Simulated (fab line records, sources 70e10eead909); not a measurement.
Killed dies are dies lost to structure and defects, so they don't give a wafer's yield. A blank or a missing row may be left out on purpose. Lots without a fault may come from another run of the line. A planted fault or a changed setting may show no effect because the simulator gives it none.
fab line records | flow nand_harc
record lots=6 wafers=18 last_day=33
route steps=1302 shown A_CHANNEL_HOLE_D1@461 END@1302
lots that met no fault: from a run of the same line without faults
start_h: hours from the record's first day to the start of the lot's first wafer shown | wait_h: hours since the lot's step before | " the same as in the row above | L1.1+2: a row that stands for several wafers | - no value, or no start given | * or withheld: withheld | < > ~ a bound
route shown NAME@n: a module of which the file shows steps, and the number in the route of the first | usual: mean/standard deviation of fault-free wafers | same: alike in all rows | chamber/n: place in a boat | sites: the reading at each site | _std_site: their standard deviation | _edge_site: outer sites' mean less inner sites' | radius_mm: how far each site lies from the wafer's centre | mask NAME#n: copy n | behind: the tool/chamber that last shaped the wafer | hold: why the lot was held/for how many hours/how that ended | device: the transistor (n, p or np) that didn't switch | end of line: the same wafers' tests at the end of the route | a step without rows: its recipe alone | killed: dies lost to structure and defects at the first sort, not the wafer's yield | map: a wafer's dies, x killed, . not, _ none there
set.NAME: the setting as run; set.NAME@STEP: as run at that earlier step | model.NAME: the simulator's own value behind a step, which no gauge read
lots at some steps of the route; a table a step, a row a wafer
services: from which hour (start_h, from the record's first day; less than 0 if before it) a tool's chamber was out of use, for how many hours, and why
## steps
# step NHARC_A_CHANNEL_HOLE_D1_DEVELOP_09
# recipe develop_time_s=35 dev_temp_c=23
# step NHARC_A_CHANNEL_HOLE_D1_CD_MEAS_10
# recipe target_cd_nm=100 landing_energy_ev=500
# usual cd_nm=100.1/0.57
# columns lot.wafer tool chamber start_h wait_h cd_nm
L590.1 cd_sem-01 0 269.49 - 99.1
L590.5 " 0 " " 99.6
L590.6 " 0 " " 100.2
L592.2 cd_sem-02 0 298.12 - 99.2
L592.4 " 0 " " 99.0
L592.5 " 0 " " 99.0
L593.1 cd_sem-01 0 308.22 - 99.3
L593.3 " 0 " " 100.2
L593.5 " 0 " " 100.2
L594.1 cd_sem-02 0 310.06 - 101.0
L594.3 " 0 " " 100.4
L594.6 " 0 " " 100.8
L602.4 cd_sem-03 0 386.69 - 101.0
L602.5 " 0 " " 100.5
L602.6 " 0 " " 100.7
L604.2 cd_sem-01 0 413.24 - 99.9
L604.4 " 0 " " 100.1
L604.6 " 0 " " 99.6
# step NHARC_A_CHANNEL_HOLE_D1_OVL_MEAS_11
# usual overlay_x_nm=-0.3/1 overlay_y_nm=-0.1/0.74
# columns lot.wafer tool chamber start_h wait_h overlay_x_nm overlay_y_nm
L590.1 overlay-02 - 269.58 - 0.1 0.1
L590.5 " - " " 0.2 0.0
L590.6 " - " " -0.6 0.2
L592.2 overlay-02 - 298.21 - -0.9 -0.3
L592.4 " - " " -1.0 -0.6
L592.5 " - " " -0.7 -0.2
L593.1 overlay-02 - 308.31 - -1.1 0.7
L593.3 " - " " -1.1 1.3
L593.5 " - " " -1.6 0.7
L594.1 overlay-02 - 310.14 - 0.3 -0.8
L594.3 " - " " 0.4 -0.5
L594.6 " - " " 0.6 -0.5
L602.4 overlay-01 - 386.77 - -0.2 1.0
L602.5 " - " " -0.2 1.3
L602.6 " - " " 0.0 1.3
L604.2 overlay-01 - 413.32 - -0.8 -0.1
L604.4 " - " " -0.3 -0.4
L604.6 " - " " -0.5 0.6
# step NHARC_A_CHANNEL_HOLE_D1_INSPECT_12
# usual raw_defect_count=5.1/2.8
# columns lot.wafer tool chamber start_h wait_h raw_defect_count
L590.1 defect_inspect-02 - 269.61 0.0 4
L590.5 " - " " 2
L590.6 " - " " 1
L592.2 defect_inspect-01 - 298.24 0.0 4
L592.4 " - " " 1
L592.5 " - " " 2
L593.1 defect_inspect-02 - 308.35 0.0 8
L593.3 " - " " 6
L593.5 " - " " 3
L594.1 defect_inspect-01 - 310.18 0.0 1
L594.3 " - " " 10
L594.6 " - " " 8
L602.4 defect_inspect-02 - 386.81 0.0 1
L602.5 " - " " 6
L602.6 " - " " 5
L604.2 defect_inspect-01 - 413.36 0.0 6
L604.4 " - " " 3
L604.6 " - " " 2
# step NHARC_A_CHANNEL_HOLE_D1_DESCUM_15
# recipe time_s=3 o2_flow_sccm=200 ar_flow_sccm=0 bias_power_w=0 chemistry=O2
# step NHARC_A_CHANNEL_HOLE_D1_ETCH_38
# recipe target_depth_a=390 over_etch_frac=0.3 time_s=65 ion_energy_ev=80 cf4_flow_sccm=150 ar_flow_sccm=0 rf_w=300 bias_w=100 chemistry=CF4
# usual bias_w=100.0/0.31 cf4_flow_sccm=150.1/0.5 drypump_motor_current_A=5.7/0.47 oes_product_au=1.001/0.0091 rf_vpp_V=150.9/1.2 showerhead_plenum_p_Torr=1.75/0.069 throttle_valve_pct=13.284/0.0096
# columns lot.wafer tool chamber start_h wait_h bias_w cf4_flow_sccm drypump_motor_current_A oes_product_au rf_hours_counter_h rf_vpp_V showerhead_plenum_p_Torr throttle_valve_pct
L590.1 rie_diel-01 2 269.77 0.1 100.1 149.9 5.4 1.008 4 149.1 1.65 13.270
L590.6 " 1 " " 100.2 150.7 6.5 1.014 - 150.9 1.86 13.271
L590.5 " 2 " " 99.7 149.5 5.4 1.011 - 149.8 1.65 13.287
L592.2 rie_diel-10 2 298.40 0.1 99.8 149.9 6.0 1.007 20 152.3 1.84 13.299
L592.4 " 3 " " 100.2 149.6 5.0 1.002 22 151.9 1.81 13.292
L592.5 " 1 " " 100.1 150.0 6.5 1.014 - 151.0 1.77 13.284
L593.3 rie_diel-12 2 308.50 0.1 99.8 150.5 5.7 1.000 9 150.8 1.78 13.286
L593.1 " 3 " " 99.7 150.0 6.0 0.983 8 150.5 1.80 13.278
L593.5 " 2 " " 100.2 150.0 5.8 0.992 - 152.7 1.78 13.293
L594.1 rie_diel-12 3 310.34 0.1 100.1 149.5 6.0 0.990 9 151.5 1.80 13.271
L594.3 " 0 " " 99.9 150.3 6.1 1.010 9 150.1 1.73 13.274
L594.6 " 1 " " 100.0 150.1 5.9 1.006 - 150.4 1.76 13.278
L602.4 rie_diel-10 0 387.93 0.2 99.9 149.5 5.6 1.026 54 150.4 1.66 13.283
L602.6 " 3 " " 100.2 150.7 5.0 1.012 - 151.1 1.80 13.281
L602.5 " 0 " " 99.6 150.1 5.6 1.019 - 150.1 1.66 13.283
L604.4 rie_diel-01 2 413.51 0.1 100.4 149.4 5.4 1.004 0 149.0 1.65 13.291
L604.2 " 0 " " 99.9 149.5 5.1 0.994 3 149.3 1.65 13.281
L604.6 " 2 " " 100.5 150.3 5.4 0.991 - 150.1 1.65 13.274
# step NHARC_A_CHANNEL_HOLE_D1_ETCH_39
# recipe target_depth_a=2600 over_etch_frac=0.3 time_s=325 ion_energy_ev=200 n2_flow_sccm=150 h2_flow_sccm=150 ar_flow_sccm=0 rf_w=400 bias_w=150 chemistry=N2/H2
# usual bias_w=150.1/0.53 chamber_pressure_mTorr=29.996/0.029 drypump_motor_current_A=5.8/0.48 h2_flow_sccm=150.0/0.46 oes_product_au=1.001/0.008 rf_vpp_V=429.9/2.6 showerhead_plenum_p_Torr=2.02/0.089 throttle_valve_pct=14.172/0.0091
# columns lot.wafer tool chamber start_h wait_h bias_w chamber_pressure_mTorr drypump_motor_current_A h2_flow_sccm oes_product_au rf_hours_counter_h rf_vpp_V showerhead_plenum_p_Torr throttle_valve_pct
L590.1 rie_diel-01 3 - - 150.6 30.002 5.2 150.1 1.003 4 429.2 1.99 14.181
L590.6 " 0 " " 150.6 30.025 5.1 150.1 0.994 - 426.9 1.90 14.178
L590.5 " 1 " " 150.2 30.005 6.5 150.5 1.005 - 434.8 2.16 14.166
L592.4 rie_diel-10 3 - - 150.0 30.000 5.0 149.3 1.003 23 432.9 2.09 14.170
L592.2 " 0 " " 149.8 29.976 5.7 149.4 1.009 22 428.1 1.91 14.159
L592.5 " 1 " " 150.3 29.992 6.5 149.7 1.016 - 430.1 2.04 14.163
L593.1 rie_diel-12 0 - - 150.0 29.954 6.1 149.8 1.003 9 429.8 1.99 14.177
L593.3 " 2 " " 149.6 30.055 5.8 150.4 1.006 10 431.4 2.05 14.171
L593.5 " 0 " " 149.8 29.994 6.1 150.0 0.995 - 429.3 1.99 14.162
L594.3 rie_diel-12 1 - - 149.7 30.019 6.0 149.6 1.008 11 432.0 2.03 14.169
L594.1 " 3 " " 149.9 30.032 6.0 149.7 1.003 9 430.5 2.08 14.172
L594.6 " 0 " " 149.8 30.004 6.1 149.8 0.991 - 430.5 1.99 14.163
L602.4 rie_diel-10 2 - - 150.1 29.985 6.0 150.0 0.987 53 432.7 2.12 14.176
L602.6 " 1 " " 150.1 29.984 6.5 150.3 1.004 - 430.3 2.03 14.158
L602.5 " 2 " " 150.6 30.026 6.0 150.6 0.995 - 433.5 2.12 14.169
L604.2 rie_diel-01 2 - - 150.7 29.993 5.4 150.2 1.000 0 427.3 1.89 14.159
L604.4 " 0 " " 149.0 29.908 5.1 150.1 1.004 3 426.3 1.89 14.170
L604.6 " 2 " " 150.0 29.984 5.4 149.8 1.004 - 425.6 1.89 14.168
# step NHARC_A_CHANNEL_HOLE_D1_ETCH_34
# recipe target_depth_a=1540 time_s=77 cf4_flow_sccm=100 chf3_flow_sccm=30 ar_flow_sccm=0 rf_w=500 bias_w=200 chemistry=CF4/CHF3
# step NHARC_A_CHANNEL_HOLE_D1_ETCH_16
# recipe target_depth_a=31000 over_etch_frac=0.3 time_s=806 ion_energy_ev=150 o2_flow_sccm=400 cos_flow_sccm=20 ar_flow_sccm=0 rf_w=500 bias_w=300 chemistry=O2/COS
# usual bias_w=300.0/0.95 chamber_pressure_mTorr=20.001/0.019 drypump_motor_current_A=5.8/0.47 oes_product_au=1.002/0.0092 rf_vpp_V=313.7/1.9 showerhead_plenum_p_Torr=3.09/0.12 throttle_valve_pct=28.331/0.0098
# columns lot.wafer tool chamber start_h wait_h bias_w chamber_pressure_mTorr drypump_motor_current_A oes_product_au rf_hours_counter_h rf_vpp_V showerhead_plenum_p_Torr throttle_valve_pct
L590.1 rie_diel-01 3 - - 299.1 20.005 5.2 1.008 4 313.8 3.05 28.326
L590.5 " 1 " " 299.3 20.018 6.5 1.011 - 316.4 3.29 28.344
L590.6 " 2 " " 300.2 19.982 5.5 0.993 - 312.3 2.91 28.332
L592.2 rie_diel-10 0 - - 300.2 19.987 5.7 1.003 23 312.1 2.94 28.344
L592.4 " 1 " " 300.2 19.996 6.5 1.005 19 312.8 3.12 28.328
L592.5 " 3 " " 299.8 20.012 5.0 1.005 - 316.0 3.20 28.343
L593.1 rie_diel-12 3 - - 298.8 20.013 6.0 0.981 8 315.7 3.18 28.335
L593.3 " 0 " " 298.0 20.049 6.1 0.996 9 314.3 3.06 28.343
L593.5 " 2 " " 299.6 19.993 5.8 0.986 - 314.2 3.14 28.336
L594.1 rie_diel-12 0 - - 299.8 20.006 6.1 1.004 10 314.1 3.06 28.320
L594.3 " 2 " " 299.2 19.992 5.7 0.997 10 314.2 3.14 28.344
L594.6 " 0 " " 299.7 19.997 6.1 1.001 - 311.6 3.06 28.340
L602.4 rie_diel-10 2 - - 298.3 20.010 5.9 0.993 53 316.6 3.24 28.334
L602.6 " 0 " " 302.4 20.004 5.6 1.015 - 311.3 2.92 28.328
L602.5 " 1 " " 300.4 20.005 6.5 1.003 - 313.7 3.11 28.361
L604.2 rie_diel-01 2 - - 298.8 19.973 5.4 0.997 1 310.6 2.91 28.327
L604.4 " 3 " " 300.3 20.026 5.2 0.999 3 312.0 3.05 28.327
L604.6 " 2 " " 299.9 20.010 5.4 0.992 - 310.6 2.91 28.323
# step NHARC_A_CHANNEL_HOLE_D1_CD_MEAS_18
# usual cd_nm=100.0/2.4
# columns lot.wafer tool chamber start_h wait_h cd_nm
L590.1 cd_sem-01 - 270.82 - 98.4
L590.5 " - " " 102.4
L590.6 " - " " 107.6
L592.2 cd_sem-01 - 299.42 - 101.3
L592.4 " - " " 100.1
L592.5 " - " " 98.1
L593.1 cd_sem-01 - 309.52 - 95.4
L593.3 " - " " 101.1
L593.5 " - " " 97.6
L594.1 cd_sem-03 - 311.50 - 100.7
L594.3 " - " " 101.9
L594.6 " - " " 99.8
L602.4 cd_sem-01 - 389.00 - 100.0
L602.5 " - " " 103.2
L602.6 " - " " 103.6
L604.2 cd_sem-03 - 415.20 - 103.5
L604.4 " - " " 97.6
L604.6 " - " " 103.8
# step NHARC_A_CHANNEL_HOLE_D1_ETCH_19
# recipe bias_v=1200 source_w=2500 pressure_mtorr=15 time_s=34.5 ar_flow_sccm=375 c4f8_flow_sccm=28.8 o2_flow_sccm=96.2 temp_c=-20 target_depth_a=* chemistry=C4F8/O2/Ar
# usual bias_v=1201/11 c4f8_flow_sccm=28.79/0.079 drypump_motor_current_A=5.6/0.47 showerhead_plenum_p_Torr=3.69/0.16 throttle_valve_pct=37.038/0.011
# columns lot.wafer tool chamber start_h wait_h bias_v c4f8_flow_sccm drypump_motor_current_A rf_hours_counter_h showerhead_plenum_p_Torr throttle_valve_pct
L590.1 har_etch-01 1 273.28 2.5 1194 28.75 5.6 138 3.75 37.027
L590.5 " 1 " " 1205 28.69 5.6 - 3.75 37.029
L590.6 " 0 " " 1204 28.61 5.6 - 3.61 37.032
L592.2 har_etch-01 1 300.67 1.3 1219 28.70 5.6 149 3.74 37.059
L592.4 " 0 " " 1190 28.79 5.6 - 3.61 37.031
L592.5 " 0 " " 1201 28.65 5.6 - 3.61 37.027
L593.1 har_etch-01 1 309.62 0.1 1180 28.91 5.6 153 3.74 37.014
L593.3 " 1 " " 1191 28.71 5.7 - 3.74 37.035
L593.5 " 0 " " 1195 28.75 5.6 - 3.60 37.045
L594.1 har_etch-02 0 311.57 0.1 1197 28.81 6.2 374 3.63 37.049
L594.3 " 0 " " 1225 28.79 6.2 - 3.63 37.042
L594.6 " 0 " " 1209 28.91 6.2 - 3.63 37.035
L602.4 har_etch-02 0 394.04 5.0 1203 28.77 6.1 - 3.99 37.046
L602.5 " 0 " " 1200 28.73 6.1 - 3.99 37.035
L602.6 " 1 " " 1192 28.63 4.8 - 3.96 37.048
L604.2 har_etch-02 1 415.27 0.1 1196 28.78 4.8 11 3.96 37.052
L604.4 " 1 " " 1198 28.94 4.8 - 3.96 37.055
L604.6 " 1 " " 1177 28.82 4.8 - 3.96 37.038
# step NHARC_A_CHANNEL_HOLE_D1_ETCH_20
# recipe bias_v=3000 source_w=withheld pressure_mtorr=20 time_s=361.9 ar_flow_sccm=375 c4f8_flow_sccm=89.3 o2_flow_sccm=35.7 temp_c=-20 target_depth_a=16000 chemistry=C4F8/O2/Ar
# step NHARC_A_CHANNEL_HOLE_D1_ETCH_21
# recipe bias_v=3000 source_w=withheld pressure_mtorr=20 time_s=514.3 ar_flow_sccm=375 c4f8_flow_sccm=89.3 o2_flow_sccm=35.7 temp_c=-20 target_depth_a=16000 chemistry=C4F8/O2/Ar
# usual c4f8_flow_sccm=89.26/0.3 chamber_pressure_mTorr=20.000/0.019 drypump_motor_current_A=5.6/0.46 showerhead_plenum_p_Torr=3.65/0.15 throttle_valve_pct=32.155/0.0095
# columns lot.wafer tool chamber start_h wait_h c4f8_flow_sccm chamber_pressure_mTorr drypump_motor_current_A rf_hours_counter_h showerhead_plenum_p_Torr throttle_valve_pct
L590.1 har_etch-01 1 273.70 0.3 88.88 19.964 5.6 138 3.71 32.158
L590.5 " 1 " " 88.83 19.973 5.6 - 3.71 32.154
L590.6 " 0 " " 89.29 19.977 5.6 - 3.57 32.151
L592.2 har_etch-01 1 301.10 0.3 - - - - - -
L592.4 " 0 " " - - - - - -
L592.5 " 0 " " - - - - - -
L593.1 har_etch-01 1 310.10 0.3 - - - - - -
L593.3 " 1 " " - - - - - -
L593.5 " 0 " " - - - - - -
L594.1 har_etch-02 0 312.43 0.5 88.78 20.000 6.1 374 3.59 32.158
L594.3 " 0 " " 89.48 19.996 6.1 - 3.59 32.147
L594.6 " 0 " " 89.08 20.008 6.1 - 3.59 32.147
L602.4 har_etch-02 0 394.57 0.3 89.52 19.989 6.1 - 3.93 32.160
L602.5 " 0 " " 89.19 19.997 6.2 - 3.93 32.141
L602.6 " 1 " " 89.34 20.011 4.8 - 3.91 32.159
L604.2 har_etch-02 1 415.69 0.3 88.99 20.034 4.8 12 3.90 32.140
L604.4 " 1 " " 88.30 20.015 4.8 - 3.90 32.137
L604.6 " 1 " " 88.52 19.994 4.8 - 3.90 32.164
# step NHARC_A_CHANNEL_HOLE_D1_ETCH_22
# recipe bias_v=3000 source_w=withheld pressure_mtorr=20 time_s=666.7 ar_flow_sccm=375 c4f8_flow_sccm=89.3 o2_flow_sccm=35.7 temp_c=-20 target_depth_a=16000 chemistry=C4F8/O2/Ar
# step NHARC_A_CHANNEL_HOLE_D1_ETCH_23
# recipe bias_v=5000 source_w=withheld pressure_mtorr=20 time_s=819 ar_flow_sccm=375 c4f8_flow_sccm=89.3 o2_flow_sccm=35.7 temp_c=-20 target_depth_a=16000 chemistry=C4F8/O2/Ar
# step NHARC_A_CHANNEL_HOLE_D1_ETCH_24
# recipe bias_v=5000 source_w=withheld pressure_mtorr=20 time_s=906.2 ar_flow_sccm=375 c4f8_flow_sccm=93.8 o2_flow_sccm=31.2 temp_c=-20 target_depth_a=15000 chemistry=C4F8/O2/Ar
# step NHARC_A_CHANNEL_HOLE_D1_ETCH_25
# recipe bias_v=5000 source_w=withheld pressure_mtorr=20 time_s=1040.2 ar_flow_sccm=375 c4f8_flow_sccm=93.8 o2_flow_sccm=31.2 temp_c=-20 target_depth_a=15000 chemistry=C4F8/O2/Ar
# usual c4f8_flow_sccm=93.81/0.24 chamber_pressure_mTorr=19.997/0.019 drypump_motor_current_A=5.6/0.47 showerhead_plenum_p_Torr=3.64/0.15 throttle_valve_pct=32.235/0.0088
# columns lot.wafer tool chamber start_h wait_h c4f8_flow_sccm chamber_pressure_mTorr drypump_motor_current_A rf_hours_counter_h showerhead_plenum_p_Torr throttle_valve_pct
L590.1 har_etch-01 1 276.16 0.6 94.16 20.016 5.6 141 3.70 32.232
L590.5 " 1 " " 93.93 19.967 5.6 - 3.70 32.238
L590.6 " 0 " " 93.98 20.007 5.6 - 3.57 32.227
L592.2 har_etch-01 1 303.56 0.6 93.86 20.008 5.6 152 3.69 32.232
L592.4 " 0 " " 93.91 20.003 5.6 - 3.56 32.229
L592.5 " 0 " " 94.22 20.013 5.6 - 3.56 32.243
L593.1 har_etch-01 1 312.64 0.7 94.31 19.970 5.6 156 3.69 32.243
L593.3 " 1 " " 94.52 19.971 5.6 - 3.69 32.232
L593.5 " 0 " " 93.51 20.016 5.6 - 3.56 32.241
L594.1 har_etch-02 0 317.39 1.3 93.93 19.998 6.2 379 3.58 32.230
L594.3 " 0 " " 93.63 20.008 6.2 - 3.58 32.245
L594.6 " 0 " " 93.65 19.981 6.2 - 3.58 32.236
L602.4 har_etch-02 0 397.18 0.7 93.80 19.944 6.1 - 3.93 32.247
L602.5 " 0 " " 94.02 19.967 6.1 - 3.93 32.247
L602.6 " 1 " " 93.84 20.023 4.8 - 3.90 32.239
L604.2 har_etch-02 1 418.17 0.6 93.68 19.987 4.8 14 3.90 32.231
L604.4 " 1 " " 93.72 19.994 4.8 - 3.90 32.245
L604.6 " 1 " " 93.61 19.998 4.8 - 3.90 32.217
# step NHARC_A_CHANNEL_HOLE_D1_ETCH_26
# recipe bias_v=300 source_w=2000 pressure_mtorr=30 time_s=224.1 ar_flow_sccm=375 c4f8_flow_sccm=11.4 o2_flow_sccm=113.6 temp_c=-20 target_depth_a=3000 chemistry=C4F8/O2/Ar
# step NHARC_A_CHANNEL_HOLE_D1_ETCH_33
# recipe bias_v=400 source_w=2000 pressure_mtorr=25 time_s=90 ar_flow_sccm=375 c4f8_flow_sccm=41.7 o2_flow_sccm=83.3 temp_c=-20 target_depth_a=4000 chemistry=C4F8/O2/Ar
# step NHARC_A_CHANNEL_HOLE_D1_STRIP_41
# recipe n2_flow_sccm=150 h2_flow_sccm=150 ar_flow_sccm=0 bias_w=0 chemistry=N2/H2
# step NHARC_A_CHANNEL_HOLE_D1_STRIP_42
# recipe cf4_flow_sccm=100 chf3_flow_sccm=30 ar_flow_sccm=0 bias_w=0 chemistry=CF4/CHF3
# step NHARC_A_CHANNEL_HOLE_D1_STRIP_43
# recipe o2_flow_sccm=400 cos_flow_sccm=20 ar_flow_sccm=0 bias_w=0 chemistry=O2/COS
# step NHARC_A_CHANNEL_HOLE_D1_ETCH_44
# recipe target_depth_a=1400 overetch_a=140 time_s=77 ion_energy_ev=100 cf4_flow_sccm=80 o2_flow_sccm=20 ar_flow_sccm=0 rf_w=300 bias_w=100 chemistry=CF4/O2
# usual bias_w=100.0/0.33 cf4_flow_sccm=79.98/0.26 drypump_motor_current_A=5.6/0.54 oes_ar_750_au=1.000/0.0046 oes_product_au=1.002/0.0081 rf_vpp_V=197.2/1.6 showerhead_plenum_p_Torr=1.31/0.063 throttle_valve_pct=13.397/0.0089
# columns lot.wafer tool chamber start_h wait_h bias_w cf4_flow_sccm drypump_motor_current_A oes_ar_750_au oes_product_au rf_hours_counter_h rf_vpp_V showerhead_plenum_p_Torr throttle_valve_pct model.A_CHANNEL_HOLE_D1.cd_nm
L590.1 rie_diel-01 0 278.00 0.1 100.4 80.07 5.1 1.007 0.997 5 196.3 1.25 13.394 90.01
L590.6 " 1 " " 100.7 80.32 6.5 1.000 1.016 - 198.5 1.41 13.405 89.98
L590.5 " 2 " " 100.8 80.25 5.4 1.003 1.001 - 198.0 1.24 13.403 89.88
L592.4 rie_diel-01 1 305.39 0.1 100.3 79.92 6.5 1.003 1.008 6 199.1 1.41 13.398 100.5
L592.2 " 0 " " 100.3 79.69 5.1 1.002 1.006 6 196.1 1.25 13.398 101.3
L592.5 " 1 " " 100.3 79.62 6.5 0.994 1.015 - 198.3 1.41 13.411 98.04
L593.3 rie_diel-01 0 314.35 0.1 100.1 79.94 5.1 1.002 1.002 6 197.5 1.25 13.402 2.447
L593.1 " 2 " " 99.8 80.20 5.4 1.002 0.996 7 193.8 1.24 13.384 2.371
L593.5 " 2 " " 99.9 80.00 5.4 0.996 0.992 - 196.5 1.24 13.406 2.652
L594.3 rie_diel-01 2 320.46 0.0 100.0 80.65 5.4 1.004 0.990 8 196.6 1.24 13.393 91.2
L594.1 " 1 " " 99.9 79.80 6.5 0.999 1.002 7 199.9 1.41 13.403 90.02
L594.6 " 2 " " 99.7 80.69 5.4 0.998 0.999 - 195.7 1.24 13.377 92.33
L602.4 rie_diel-12 0 398.72 0.1 99.6 80.66 6.1 0.996 0.991 38 196.9 1.30 13.391 93.13
L602.5 " 2 " " 99.7 80.25 5.7 0.999 0.982 - 197.4 1.34 13.406 90.61
L602.6 " 3 " " 100.1 80.21 6.0 1.001 0.991 - 198.6 1.35 13.393 91.37
L604.4 rie_diel-01 1 420.00 0.1 99.7 79.70 6.6 0.998 1.006 4 199.4 1.41 13.386 89.42
L604.2 " 0 " " 100.2 80.34 5.1 1.006 1.008 4 197.6 1.24 13.395 88.87
L604.6 " 1 " " 99.6 80.01 6.5 1.000 0.998 - 198.7 1.41 13.406 89.98
# step NHARC_A_CHANNEL_HOLE_D1_STRIP_27
# recipe o2_flow_sccm=500 ar_flow_sccm=0 bias_w=0 chemistry=O2
# step NHARC_A_CHANNEL_HOLE_D1_PRECLEAN_28
# recipe time_s=* temp_c=50 bath_age_min=0 chemistry=SC1
# step NHARC_A_CHANNEL_HOLE_D1_SRD_29
# step NHARC_A_CHANNEL_HOLE_D1_CD_MEAS_30
# usual cd_nm=90.5/1.3
# columns lot.wafer tool chamber start_h wait_h hold cd_nm
L590.1 cd_sem-03 - 278.78 - - 89.1
L590.5 " - " " - 89.4
L590.6 " - " " - 90.1
L592.2 cd_sem-03 - 306.20 - await_dispo/0.2h/release 1.8
L592.4 " - " " await_dispo/0.2h/release 0.2
L592.5 " - " " await_dispo/0.2h/release 1.6
L592.2 cd_sem-03 - 306.38 0.2 - 1.5
L592.4 " - " " - 0.1
L592.5 " - " " - 1.2
L593.1 cd_sem-01 - 315.26 - await_dispo/0.2h/release 2.5
L593.3 " - " " await_dispo/0.2h/release 2.3
L593.5 " - " " await_dispo/0.2h/release 2.7
L593.1 cd_sem-01 - 315.44 0.2 - 2.6
L593.3 " - " " - 2.5
L593.5 " - " " - 3.2
L594.1 cd_sem-01 - 321.25 - - 91.2
L594.3 " - " " - 91.7
L594.6 " - " " - 92.6
L602.4 cd_sem-02 - 399.51 - - 93.8
L602.5 " - " " - 90.5
L602.6 " - " " - 91.4
L604.2 cd_sem-03 - 420.80 - - 89.4
L604.4 " - " " - 89.2
L604.6 " - " " - 90.3
# step NHARC_END_SORT_01
# recipe temp_c=25
# usual defect_limited_yield=91.1/2.7 killed_at_array=55/19 killed_at_other=0.6/0.99 killed_at_periphery=4.2/2.6 killed_dies=60/18 killed_open=3.4/1.7 killed_short=2.3/1.5
# same gross_dies=677
# columns lot.wafer tool chamber start_h wait_h defect_limited_yield[%] killed_at_array killed_at_other killed_at_periphery killed_dies killed_open killed_short
L590.1 prober-01 0 653.16 2.5 90.7 62 0 1 63 6 6
L590.5 prober-01 0 656.37 3.7 89.1 65 1 8 74 4 3
L590.6 prober-01 0 657.17 4.0 89.4 65 0 7 72 3 0
L602.4 prober-02 0 767.40 3.4 92.6 49 0 1 50 4 3
L602.5 prober-02 0 768.20 3.7 93.4 41 1 3 45 5 1
L602.6 prober-02 0 769.00 4.0 91.7 53 0 3 56 6 0
# killed by level:class
L590.1 A_SLIT:chamber_film_flake=23 A_CHANNEL_HOLE_D2:chamber_film_flake=10 A_CHANNEL_HOLE_D1:chamber_film_flake=6 A_CONTACT:chamber_film_flake=5 A_CHANNEL_FILL_D2:geometric_particle:open=3 A_STAIRCASE:chamber_film_flake=3 A_DECK1_JOINT:geometric_particle:short=2 A_SOURCE_PLATE:geometric_particle:short=1
L590.5 A_SLIT:chamber_film_flake=31 A_CHANNEL_HOLE_D2:chamber_film_flake=15 A_CHANNEL_HOLE_D1:chamber_film_flake=7 A_CONTACT:chamber_film_flake=7 P_CONTACT:chamber_film_flake=3 P_GATE:geometric_particle:short=1 P_M0:geometric_particle:open=1 P_M0:geometric_particle:short=1
L590.6 A_SLIT:chamber_film_flake=39 A_CHANNEL_HOLE_D2:chamber_film_flake=10 A_CONTACT:chamber_film_flake=7 A_CHANNEL_HOLE_D1:chamber_film_flake=4 P_GATE:chamber_film_flake=3 P_M1:chamber_film_flake=2 A_ONON_D1:geometric_particle:open=1 A_DECK1_JOINT:geometric_particle:open=1
L602.4 A_SLIT:chamber_film_flake=30 A_CHANNEL_HOLE_D1:unspecified=5 A_STAIRCASE:chamber_film_flake=3 A_CHANNEL_HOLE_D2:chamber_film_flake=2 A_M1:chamber_film_flake=2 P_M0:geometric_particle:short=1 A_CHANNEL_HOLE_D1:geometric_particle:open=1 A_CHANNEL_FILL_D2:geometric_particle:short=1
L602.5 A_SLIT:chamber_film_flake=26 A_CHANNEL_HOLE_D1:chamber_film_flake=3 P_ZERO_WELL:chamber_film_flake=2 A_CHANNEL_HOLE_D1:unspecified=2 A_STAIRCASE:chamber_film_flake=2 A_CONTACT:chamber_film_flake=2 P_M0:geometric_particle:open=1 A_DECK1_JOINT:geometric_particle:open=1
L602.6 A_SLIT:chamber_film_flake=36 A_STAIRCASE:chamber_film_flake=5 A_CHANNEL_HOLE_D1:unspecified=3 A_CHANNEL_HOLE_D1:chamber_film_flake=2 A_CONTACT:chamber_film_flake=2 P_GATE:geometric_particle:open=1 P_CONTACT:geometric_particle:open=1 P_M0:geometric_particle:open=1
## services
# columns tool chamber start_h hours kind
rie_diel-10 3 249.44 5.4 repair
rie_diel-12 2 255.26 8.2 repair
rie_diel-01 0 262.14 - clean
rie_diel-01 1 262.14 - clean
rie_diel-01 2 262.14 - clean
rie_diel-01 3 262.14 - clean
rie_diel-12 3 268.97 7.0 repair
rie_diel-12 - 269.86 9.0 pm
rie_diel-01 0 286.64 - clean
rie_diel-01 1 286.64 - clean
rie_diel-01 2 286.64 - clean
rie_diel-01 3 286.64 - clean
har_etch-01 - 293.43 7.2 repair
rie_diel-01 0 311.14 - clean
rie_diel-01 1 311.14 - clean
rie_diel-01 2 311.14 - clean
rie_diel-01 3 311.14 - clean
rie_diel-01 1 313.07 5.4 repair
rie_diel-01 0 363.34 11.2 repair
har_etch-02 - 377.00 17.0 pm
rie_diel-01 - 381.12 9.0 pm
rie_diel-10 2 393.98 2.7 repair
har_etch-01 - 419.13 1.9 repair
rie_diel-10 - 419.65 9.0 pm
## key
first_sign step=NHARC_A_CHANNEL_HOLE_D1_ETCH_21 reading=tool_record direction=missing
effect step=NHARC_A_CHANNEL_HOLE_D1_CD_MEAS_30 reading=visit direction=added
effect step=NHARC_A_CHANNEL_HOLE_D1_CD_MEAS_30 reading=cd_nm direction=down sigmas=69 usual=90.5 struck=1.9
model_effect step=NHARC_A_CHANNEL_HOLE_D1_ETCH_44 value=A_CHANNEL_HOLE_D1.cd_nm without=91.11 struck=51.21
met_at NHARC_A_CHANNEL_HOLE_D1_ETCH_21
struck_wafers L592.2,L592.4,L592.5,L593.1,L593.3,L593.5
scrapped_behind NHARC_A_CHANNEL_HOLE_D1_CD_MEAS_30 L592.2,L592.4,L592.5,L593.1,L593.3,L593.5
onset_between 273.70 301.10
fault kind=skipped_step_whole tool=har_etch-01 chamber=- onset_h=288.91 steps=NHARC_A_CHANNEL_HOLE_D1_ETCH_21 scope=struck_lots_only
